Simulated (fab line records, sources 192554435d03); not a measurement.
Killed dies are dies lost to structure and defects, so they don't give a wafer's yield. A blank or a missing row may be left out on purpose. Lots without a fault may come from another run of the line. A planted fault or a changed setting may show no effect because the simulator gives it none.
fab line records | flow n5_finfet | part 1 of 2: steps 1 to 23 of 29
record lots=5 wafers=15 last_day=18
route steps=1938 shown BEOL_M9@1465 BEOL_M10@1470
lots that met no fault: from a run of the same line without faults
start_h: hours from the record's first day to the start of the lot's first wafer shown | wait_h: hours since the lot's step before | " the same as in the row above | L1.1+2: a row that stands for several wafers | - no value, or no start given | * or withheld: withheld | < > ~ a bound
route shown NAME@n: a module of which the file shows steps, and the number in the route of the first | usual: mean/standard deviation of fault-free wafers | same: alike in all rows | chamber/n: place in a boat | sites: the reading at each site | _std_site: their standard deviation | _edge_site: outer sites' mean less inner sites' | radius_mm: how far each site lies from the wafer's centre | mask NAME#n: copy n | behind: the tool/chamber that last shaped the wafer | hold: why the lot was held/for how many hours/how that ended | device: the transistor (n, p or np) that didn't switch | end of line: the same wafers' tests at the end of the route | a step without rows: its recipe alone | killed: dies lost to structure and defects at the first sort, not the wafer's yield | map: a wafer's dies, x killed, . not, _ none there
set.NAME: the setting as run; set.NAME@STEP: as run at that earlier step | model.NAME: the simulator's own value behind a step, which no gauge read
lots at some steps of the route; a table a step, a row a wafer
services: from which hour (start_h, from the record's first day; less than 0 if before it) a tool's chamber was out of use, for how many hours, and why
## steps
# step N5_BEOL_M9_THK_MEAS_53
# recipe thk_meas_gauge=xrf reads=Cu_of_BEOL_M9_ECD_50
# usual M9_THK=138.9/2.5
# columns lot.wafer tool chamber start_h wait_h M9_THK[nm]
L080.1 film_metro-01 - 269.29 - 140.2
L080.4 " - " " 141.9
L080.5 " - " " 140.5
L085.1 film_metro-02 - 275.77 - 141.3
L085.4 " - " " 139.8
L085.6 " - " " 139.2
L091.1 film_metro-02 - 330.53 - 141.2
L091.2 " - " " 139.8
L091.4 " - " " 140.4
L094.2 film_metro-01 - 346.59 - 139.0
L094.3 " - " " 138.1
L094.4 " - " " 144.5
L097.1 film_metro-02 - 377.72 - 143.7
L097.4 " - " " 136.7
L097.6 " - " " 142.7
# step N5_BEOL_M9_PRE_CLEAN_55
# recipe gas=NH3 time_s=15 temp_c=withheld rf_power_w=300
# columns lot.wafer tool chamber start_h wait_h since_wet_clean_h
L080.1 pecvd-04 1 269.32 0.0 1517
L080.4 " 2 " " -
L080.5 " 0 " " -
L085.1 pecvd-04 1 275.81 0.0 1523
L085.4 " 1 " " -
L085.6 " 0 " " -
L091.1 pecvd-02 0 330.57 0.0 1216
L091.2 " 2 " " 434
L091.4 " 1 " " -
L094.2 pecvd-01 1 346.62 0.0 691
L094.3 " 2 " " 289
L094.4 " 2 " " -
L097.1 pecvd-02 1 377.76 0.0 1988
L097.4 " 2 " " -
L097.6 " 0 " " -
# step N5_BEOL_M9_DEP_56
# recipe material=SiCN target_thk_a=150 temp_c=withheld precursor=3MS/NH3 pressure_torr=3 rf_w=202 time_s=26.5
# usual showerhead_plenum_p_Torr=3.665/0.015 throttle_valve_pct=9.1/0.59
# columns lot.wafer tool chamber start_h wait_h showerhead_plenum_p_Torr since_wet_clean_h throttle_valve_pct
L080.1 pecvd-04 1 269.35 0.0 3.681 1517 10.2
L080.4 " 2 " " 3.660 - 8.8
L080.5 " 0 " " 3.669 - 9.3
L085.1 pecvd-04 1 275.84 0.0 3.677 1523 10.2
L085.4 " 1 " " 3.675 - 10.2
L085.6 " 0 " " 3.665 - 9.2
L091.1 pecvd-02 0 330.59 0.0 3.661 1216 8.7
L091.2 " 2 " " 3.655 434 8.5
L091.4 " 1 " " 3.697 - 9.3
L094.2 pecvd-01 1 346.65 0.0 3.660 691 8.4
L094.3 " 2 " " 3.649 289 8.7
L094.4 " 2 " " 3.650 - 8.6
L097.1 pecvd-02 1 377.78 0.0 3.689 1988 9.0
L097.4 " 2 " " 3.645 - 8.6
L097.6 " 0 " " 3.668 - 8.9
# step N5_BEOL_M9_RS_MEAS_57
# recipe thk_meas_gauge=four-point-probe reads=Cu_of_BEOL_M9_ECD_50+Co_of_BEOL_M9_CVD_78+TaN_of_BEOL_M9_ALD_74
# usual M9_RS=0.1519/0.0029
# columns lot.wafer tool chamber start_h wait_h M9_RS[ohm/sq]
L080.1 film_metro-01 - 269.42 0.1 0.1512
L080.4 " - " " 0.1487
L080.5 " - " " 0.1509
L085.1 film_metro-01 - 275.91 0.1 0.1502
L085.4 " - " " 0.1511
L085.6 " - " " 0.1514
L091.1 film_metro-01 - 330.67 0.1 0.1493
L091.2 " - " " 0.1503
L091.4 " - " " 0.1498
L094.2 film_metro-01 - 346.72 0.1 0.1516
L094.3 " - " " 0.1536
L094.4 " - " " 0.1457
L097.1 film_metro-02 - 377.85 0.1 0.1458
L097.4 " - " " 0.1529
L097.6 " - " " 0.1460
# step N5_BEOL_M9_INSPECT_58
# recipe inspect_instrument=darkfield mode=post_dep
# usual raw_defect_count=71/24
# columns lot.wafer tool chamber start_h wait_h raw_defect_count
L080.1 defect_inspect-01 - 269.45 0.0 45
L080.4 " - " " 50
L080.5 " - " " 76
L085.1 defect_inspect-02 - 275.94 0.0 77
L085.4 " - " " 95
L085.6 " - " " 75
L091.1 defect_inspect-02 - 330.69 0.0 80
L091.2 " - " " 95
L091.4 " - " " 170
L094.2 defect_inspect-01 - 346.75 0.0 51
L094.3 " - " " 40
L094.4 " - " " 50
L097.1 defect_inspect-02 - 377.88 0.0 63
L097.4 " - " " 72
L097.6 " - " " 97
# step N5_BEOL_M10_ILD_DEP_00
# recipe material=SiCOH_lowk target_thk_a=3085.1 temp_c=300 precursor=DEMS/porogen pressure_torr=5 rf_w=500 time_s=58
# usual heater_power_w=330/58 showerhead_plenum_p_Torr=5.740/0.015 susceptor_temp_C=299.97/0.2 throttle_valve_pct=14.2/0.71
# columns lot.wafer tool chamber start_h wait_h heater_power_w showerhead_plenum_p_Torr since_wet_clean_h susceptor_temp_C throttle_valve_pct
L080.1 pecvd-04 0 269.49 0.0 404 5.758 792 299.93 14.7
L080.4 " 2 " " 318 5.733 - 299.85 13.4
L080.5 " 1 " " 396 5.753 - 300.21 15.5
L085.1 pecvd-03 0 275.97 0.0 297 5.751 1342 300.07 14.6
L085.4 " 1 " " 389 5.746 - 299.82 15.3
L085.6 " 2 " " 277 5.737 - 300.00 13.7
L091.1 pecvd-03 0 330.73 0.0 260 5.732 1397 300.17 14.0
L091.2 " 2 " " 276 5.720 643 299.74 14.0
L091.4 " 1 " " 410 5.741 - 299.66 14.9
L094.2 pecvd-04 0 346.79 0.0 376 5.736 869 300.01 14.3
L094.3 " 1 " " 445 5.739 - 300.23 15.1
L094.4 " 0 " " 388 5.725 - 299.64 14.3
L097.1 pecvd-04 0 377.92 0.0 403 5.747 901 300.33 14.6
L097.4 " 1 " " 395 5.742 - 299.83 15.5
L097.6 " 0 " " 404 5.745 - 299.76 14.6
# step N5_BEOL_M10_CURE_71
# recipe temp_c=385 time_s=240 ambient=He/Ar material=SiCOH_lowk
# usual lamp_power_pct=52.31/0.055 wafer_temp_C_max=387.1/0.94
# columns lot.wafer tool chamber start_h wait_h lamp_power_pct wafer_temp_C_max
L080.1 uv_cure-02 1 269.56 0.0 52.33 387.7
L080.4 " 1 " " 52.32 388.4
L080.5 " 1 " " 52.36 387.3
L085.1 uv_cure-02 2 276.05 0.0 52.29 385.9
L085.4 " 2 " " 52.32 385.6
L085.6 " 2 " " 52.32 385.9
L091.1 uv_cure-03 0 330.81 0.0 52.33 387.6
L091.2 " 0 " " 52.30 386.8
L091.4 " 0 " " 52.33 387.1
L094.2 uv_cure-01 0 347.05 0.2 52.30 388.0
L094.3 " 0 " " 52.30 388.2
L094.4 " 0 " " 52.30 387.7
L097.1 uv_cure-02 2 377.99 0.0 52.29 386.0
L097.4 " 2 " " 52.32 385.6
L097.6 " 2 " " 52.41 386.0
# step N5_BEOL_M10_THK_MEAS_01
# recipe reads=SiCOH_lowk_of_BEOL_M10_ILD_DEP_00
# usual M10_ILD_THK=268/3.6
# columns lot.wafer tool chamber start_h wait_h M10_ILD_THK[nm]
L080.1 film_metro-02 - 270.08 0.4 266
L080.4 " - " " 268
L080.5 " - " " 265
L085.1 film_metro-01 - 276.56 0.4 270
L085.4 " - " " 268
L085.6 " - " " 271
L091.1 film_metro-02 - 331.32 0.4 266
L091.2 " - " " 268
L091.4 " - " " 273
L094.2 film_metro-02 - 347.89 0.7 267
L094.3 " - " " 268
L094.4 " - " " 271
L097.1 film_metro-02 - 378.51 0.4 266
L097.4 " - " " 268
L097.6 " - " " 272
# step N5_BEOL_M10_PECVD_70
# recipe material=SiO2 target_thk_a=200 temp_c=400 precursor=TEOS/O2 pressure_torr=5.5 rf_w=450 teos_flow_sccm=53.8 gas=O2 flow_sccm=3000 time_s=22.7
# usual heater_power_w=782/120 showerhead_plenum_p_Torr=8.79/0.059 susceptor_temp_C=400.00/0.21 throttle_valve_pct=23.0/1.2
# columns lot.wafer tool chamber start_h wait_h heater_power_w showerhead_plenum_p_Torr since_wet_clean_h susceptor_temp_C throttle_valve_pct
L080.1 pecvd-04 0 270.11 0.0 959 8.80 793 400.02 23.2
L080.4 " 2 " " 886 8.77 - 399.79 21.5
L080.5 " 1 " " 947 8.83 - 400.42 24.8
L085.1 pecvd-03 0 276.60 0.0 571 8.77 1343 399.82 23.0
L085.4 " 0 " " 571 8.77 - 399.57 23.2
L085.6 " 2 " " 697 8.73 - 400.11 22.2
L091.1 pecvd-03 1 331.36 0.0 843 8.80 2123 400.25 24.7
L091.2 " 2 " " 691 8.77 644 400.00 22.3
L091.4 " 0 " " 695 8.78 - 400.38 23.0
L094.2 pecvd-03 1 347.92 0.0 867 8.80 2139 400.16 24.6
L094.3 " 2 " " 613 8.73 660 400.17 22.5
L094.4 " 0 " " 572 8.78 - 400.40 23.2
L097.1 pecvd-02 1 378.54 0.0 744 8.93 1989 400.29 22.7
L097.4 " 1 " " 729 8.93 - 400.15 22.7
L097.6 " 2 " " 663 8.65 - 399.90 22.0
# step N5_BEOL_M10_HM_DEP_02
# recipe material=TiN target_thk_a=200 temp_c=25 chamber_pressure_pa=0.49996
# usual susceptor_temp_C=24.99/0.1 throttle_valve_pct=30.3/1
# columns lot.wafer tool chamber start_h wait_h susceptor_temp_C throttle_valve_pct
L080.1 pvd_sputter-01 - 271.02 0.9 25.09 32.1
L080.4 " - " " 24.94 30.9
L080.5 " - " " 24.95 30.7
L085.1 pvd_sputter-01 - 278.10 1.5 24.92 32.0
L085.4 " - " " 24.97 30.1
L085.6 " - " " 25.04 30.0
L091.1 pvd_sputter-02 - 335.22 3.8 24.90 30.7
L091.2 " - " " 24.90 28.0
L091.4 " - " " 25.06 30.7
L094.2 pvd_sputter-01 - 348.11 0.2 24.91 30.9
L094.3 " - " " 25.01 30.1
L094.4 " - " " 24.93 31.8
L097.1 pvd_sputter-01 - 379.67 1.1 24.94 32.1
L097.4 " - " " 25.03 30.0
L097.6 " - " " 24.94 29.9
# step N5_BEOL_M10_COAT_59
# recipe resist=SOC temp_c=250 time_s=60 spin_rpm=1500 resist_thk_nm=100
# usual dispense_pressure_kPa=49.3/2.7 spin_speed_rpm=1500.1/0.96
# columns lot.wafer tool chamber start_h wait_h dispense_pressure_kPa spin_speed_rpm
L080.1 litho_track-01 0 271.15 0.1 44.1 1497.8
L080.4 " 0 " " 44.1 1498.6
L080.5 " 0 " " 44.1 1500.5
L085.1 litho_track-04 0 278.23 0.1 50.3 1500.0
L085.4 " 0 " " 50.4 1499.6
L085.6 " 0 " " 50.4 1500.0
L091.1 litho_track-05 0 335.35 0.1 50.9 1498.7
L091.2 " 0 " " 50.9 1499.9
L091.4 " 0 " " 50.9 1500.1
L094.2 litho_track-05 0 348.25 0.1 50.9 1498.5
L094.3 " 0 " " 51.0 1500.0
L094.4 " 0 " " 51.0 1500.0
L097.1 litho_track-04 0 379.79 0.1 50.4 1500.9
L097.4 " 0 " " 50.4 1499.3
L097.6 " 0 " " 50.4 1501.3
# step N5_BEOL_M10_COAT_60
# recipe resist=SiARC temp_c=220 time_s=60 spin_rpm=1500 resist_thk_nm=30
# usual dispense_pressure_kPa=49.2/2.7 spin_speed_rpm=1500.0/1
# columns lot.wafer tool chamber start_h wait_h dispense_pressure_kPa spin_speed_rpm
L080.1 litho_track-01 0 - - 44.1 1498.5
L080.4 " 0 " " 44.1 1499.8
L080.5 " 0 " " 44.1 1501.0
L085.1 litho_track-04 0 - - 50.3 1500.3
L085.4 " 0 " " 50.3 1500.1
L085.6 " 0 " " 50.2 1499.3
L091.1 litho_track-05 0 - - 51.0 1501.0
L091.2 " 0 " " 50.9 1500.6
L091.4 " 0 " " 51.0 1499.7
L094.2 litho_track-05 0 - - 50.9 1499.1
L094.3 " 0 " " 50.9 1502.0
L094.4 " 0 " " 50.9 1501.6
L097.1 litho_track-04 0 - - 50.3 1499.1
L097.4 " 0 " " 50.4 1501.2
L097.6 " 0 " " 50.3 1499.4
# step N5_BEOL_M10_COAT_05
# recipe resist=CAR-ArF spin_rpm=1500 resist_thk_nm=90
# usual dispense_pressure_kPa=49.2/2.7 spin_speed_rpm=1500.2/0.99
# columns lot.wafer tool chamber start_h wait_h dispense_pressure_kPa spin_speed_rpm
L080.1 litho_track-01 0 - - 44.1 1500.3
L080.4 " 0 " " 44.1 1500.8
L080.5 " 0 " " 44.1 1502.0
L085.1 litho_track-04 0 - - 50.4 1500.4
L085.4 " 0 " " 50.4 1500.0
L085.6 " 0 " " 50.4 1500.4
L091.1 litho_track-05 0 - - 50.9 1499.8
L091.2 " 0 " " 50.9 1500.6
L091.4 " 0 " " 50.9 1501.4
L094.2 litho_track-05 0 - - 50.8 1501.0
L094.3 " 0 " " 50.9 1500.2
L094.4 " 0 " " 50.9 1502.3
L097.1 litho_track-04 0 - - 50.4 1501.3
L097.4 " 0 " " 50.3 1501.6
L097.6 " 0 " " 50.3 1499.6
# step N5_BEOL_M10_EBR_07
# recipe solvent=PGMEA ebr_width_mm=1.5
# columns lot.wafer tool chamber start_h wait_h
L080.1+4+5 litho_track-01 0 - -
L085.1+4+6 litho_track-04 0 - -
L091.1+2+4 litho_track-05 0 - -
L094.2+3+4 litho_track-05 0 - -
L097.1+4+6 litho_track-04 0 - -
# step N5_BEOL_M10_SOFTBAKE_06
# recipe temp_c=110 time_s=60 resist=CAR-ArF
# columns lot.wafer tool chamber start_h wait_h
L080.1+4+5 litho_track-01 0 - -
L085.1+4+6 litho_track-04 0 - -
L091.1+2+4 litho_track-05 0 - -
L094.2+3+4 litho_track-05 0 - -
L097.1+4+6 litho_track-04 0 - -
# step N5_BEOL_M10_EXPOSE_08
# recipe mask_id=M10 na=1.35 source_shape=dipole sigma_inner=0.411 sigma_outer=0.611 polarization=te dose_mj=53.75
# same sigma_outer=0.611
# columns lot.wafer tool chamber start_h wait_h mask
L080.1+4+5 arfi_scanner-03 0 271.27 - M10#0
L085.1+4+6 arfi_scanner-01 0 278.47 - M10#0
L091.1+2+4 arfi_scanner-01 0 335.59 - M10#0
L094.2+3+4 arfi_scanner-03 0 348.37 - M10#0
L097.1+4+6 arfi_scanner-02 0 380.15 - M10#0
# step N5_BEOL_M10_PEB_09
# recipe peb_temp_c=withheld peb_time_s=60 resist=CAR-ArF
# columns lot.wafer tool chamber start_h wait_h
L080.1+4+5 litho_track-01 0 271.33 0.1
L085.1+4+6 litho_track-01 0 278.53 0.1
L091.1+2+4 litho_track-05 0 335.65 0.1
L094.2+3+4 litho_track-04 0 348.42 0.0
L097.1+4+6 litho_track-05 0 380.21 0.1
# step N5_BEOL_M10_DEVELOP_10
# recipe develop_time_s=30 developer=TMAH resist=CAR-ArF rinse_liquid=diw dry=air_spin dev_temp_c=23
# same develop_time_s=30
# columns lot.wafer tool chamber start_h wait_h
L080.1+4+5 litho_track-01 0 - -
L085.1+4+6 litho_track-01 0 - -
L091.1+2+4 litho_track-05 0 - -
L094.2+3+4 litho_track-04 0 - -
L097.1+4+6 litho_track-05 0 - -
# step N5_BEOL_M10_CD_MEAS_11
# recipe target_cd_nm=64.1 landing_energy_ev=500 detector=se_inlens polarity=opening
# usual cd_nm=64.4/0.54
# columns lot.wafer tool chamber start_h wait_h cd_nm
L080.1 cd_sem-02 0 271.39 - 64.0
L080.4 " 0 " " 64.1
L080.5 " 0 " " 64.9
L085.1 cd_sem-01 0 278.60 - 64.3
L085.4 " 0 " " 64.2
L085.6 " 0 " " 64.1
L091.1 cd_sem-01 0 335.71 - 64.5
L091.2 " 0 " " 64.7
L091.4 " 0 " " 64.5
L094.2 cd_sem-02 0 348.49 - 63.8
L094.3 " 0 " " 63.2
L094.4 " 0 " " 64.4
L097.1 cd_sem-02 0 380.28 - 65.1
L097.4 " 0 " " 64.0
L097.6 " 0 " " 64.4
# step N5_BEOL_M10_OVL_MEAS_12
# recipe points_per_wafer=44
# usual M10_OVL=0.1/0.82
# columns lot.wafer tool chamber start_h wait_h M10_OVL[nm]
L080.1 overlay-01 0 271.42 0.0 0.3
L080.4 " 0 " " -0.5
L080.5 " 0 " " 0.8
L085.1 overlay-01 0 278.63 0.0 0.5
L085.4 " 0 " " -0.8
L085.6 " 0 " " 0.3
L091.1 overlay-01 0 335.74 0.0 -0.3
L091.2 " 0 " " 1.1
L091.4 " 0 " " -0.1
L094.2 overlay-02 0 348.52 0.0 -0.2
L094.3 " 0 " " 0.1
L094.4 " 0 " " 0.5
L097.1 overlay-01 0 380.31 0.0 0.2
L097.4 " 0 " " 0.6
L097.6 " 0 " " 0.8
# step N5_BEOL_M10_INSPECT_13
# recipe mode=adi inspect_instrument=brightfield
# usual raw_defect_count=391/86
# columns lot.wafer tool chamber start_h wait_h raw_defect_count
L080.1 defect_inspect-01 - 271.45 0.0 351
L080.4 " - " " 317
L080.5 " - " " 395
L085.1 defect_inspect-01 - 278.65 0.0 426
L085.4 " - " " 404
L085.6 " - " " 430
L091.1 defect_inspect-02 - 335.77 0.0 340
L091.2 " - " " 339
L091.4 " - " " 570
L094.2 defect_inspect-02 - 348.54 0.0 271
L094.3 " - " " 228
L094.4 " - " " 289
L097.1 defect_inspect-01 - 380.33 0.0 270
L097.4 " - " " 214
L097.6 " - " " 263
# step N5_BEOL_M10_DESCUM_16
# recipe chemistry=O2 time_s=7.9 source_power_w=50 bias_power_w=20 pressure_mtorr=20 rf_frequency_hz=2.712e+07 temp_c=40 resist=CAR-ArF o2_flow_sccm=225
# usual drypump_motor_current_A=5.6/0.55 o2_flow_sccm=225.0/0.68 oes_product_au=0.82/0.092 rf_vpp_V=243.1/1.4 showerhead_plenum_p_Torr=2.09/0.062 throttle_valve_pct=20.32/0.26
# columns lot.wafer tool chamber start_h wait_h drypump_motor_current_A o2_flow_sccm oes_product_au rf_hours_counter_h rf_vpp_V showerhead_plenum_p_Torr throttle_valve_pct
L080.1 rie_diel-05 3 271.82 0.4 6.1 224.7 0.70 236 244.0 2.13 20.71
L080.4 " 0 " " 6.1 223.4 0.85 69 243.2 2.04 20.17
L080.5 " 0 " " 6.1 224.8 0.85 - 243.0 2.04 20.18
L085.1 rie_diel-05 3 278.76 0.1 6.1 225.0 0.68 239 243.8 2.13 20.70
L085.4 " 1 " " 5.8 225.9 0.95 12 242.3 2.05 20.15
L085.6 " 2 " " 5.5 224.7 0.92 - 244.3 2.14 20.07
L091.1 rie_diel-06 0 335.80 0.0 5.6 225.7 0.72 213 242.4 2.07 20.46
L091.2 " 2 " " 6.6 224.7 0.90 45 243.7 2.21 20.13
L091.4 " 3 " " 5.5 225.4 0.88 22 246.7 2.21 20.38
L094.2 rie_diel-01 3 348.58 0.0 5.2 225.6 0.86 51 241.9 2.03 20.19
L094.3 " 1 " " 5.1 225.5 0.68 218 243.4 2.05 20.36
L094.4 " 2 " " 6.4 223.5 0.78 127 242.3 2.10 20.03
L097.1 rie_diel-06 1 380.37 0.0 4.9 224.9 0.70 225 241.2 1.99 20.94
L097.4 " 0 " " 5.6 225.4 0.72 227 243.8 2.07 20.49
L097.6 " 0 " " 5.6 224.9 0.72 - 242.7 2.07 20.49
# step N5_BEOL_M10_ETCH_61
# recipe chemistry=CF4 target=SiARC target_depth_a=390 mask_material=CAR-ArF time_s=65 ion_energy_ev=80 pressure_mtorr=40 source_w=545 bias_w=36 Ar_flow_sccm=100 cf4_flow_sccm=100 ends=cleared
# usual drypump_motor_current_A=5.6/0.54 etch_rf_on_time_s=64.7/1.1 oes_product_au=0.70/0.076 rf_vpp_V=184.0/1.2 showerhead_plenum_p_Torr=2.14/0.064 throttle_valve_pct=15.51/0.28
# columns lot.wafer tool chamber start_h wait_h drypump_motor_current_A etch_rf_on_time_s oes_product_au rf_hours_counter_h rf_vpp_V showerhead_plenum_p_Torr throttle_valve_pct
L080.1 rie_diel-05 3 271.85 0.0 6.1 65.6 0.59 236 184.7 2.19 16.04
L080.4 " 0 " " 6.1 65.7 0.72 69 183.4 2.09 15.33
L080.5 " 0 " " 6.1 66.1 0.72 - 183.4 2.09 15.33
L085.1 rie_diel-05 3 278.79 0.0 6.0 65.2 0.59 239 185.5 2.19 16.03
L085.4 " 1 " " 5.8 64.8 0.82 12 183.0 2.11 15.34
L085.6 " 2 " " 5.5 64.4 0.78 - 183.2 2.17 15.08
L091.1 rie_diel-06 0 335.84 0.0 5.6 64.0 0.62 213 182.1 2.14 15.79
L091.2 " 2 " " 6.7 63.9 0.77 45 186.4 2.27 15.33
L091.4 " 3 " " 5.4 66.0 0.74 22 185.1 2.27 15.50
L094.2 rie_diel-01 3 348.62 0.0 5.2 65.9 0.74 51 183.0 2.08 15.33
L094.3 " 1 " " 5.1 65.8 0.60 218 183.7 2.11 15.66
L094.4 " 2 " " 6.4 63.6 0.67 127 183.2 2.16 15.36
L097.1 rie_diel-06 1 380.40 0.0 4.8 64.8 0.60 225 182.9 2.05 16.11
L097.4 " 0 " " 5.6 64.8 0.61 227 183.1 2.13 15.82
L097.6 " 0 " " 5.6 63.7 0.62 - 183.6 2.13 15.82
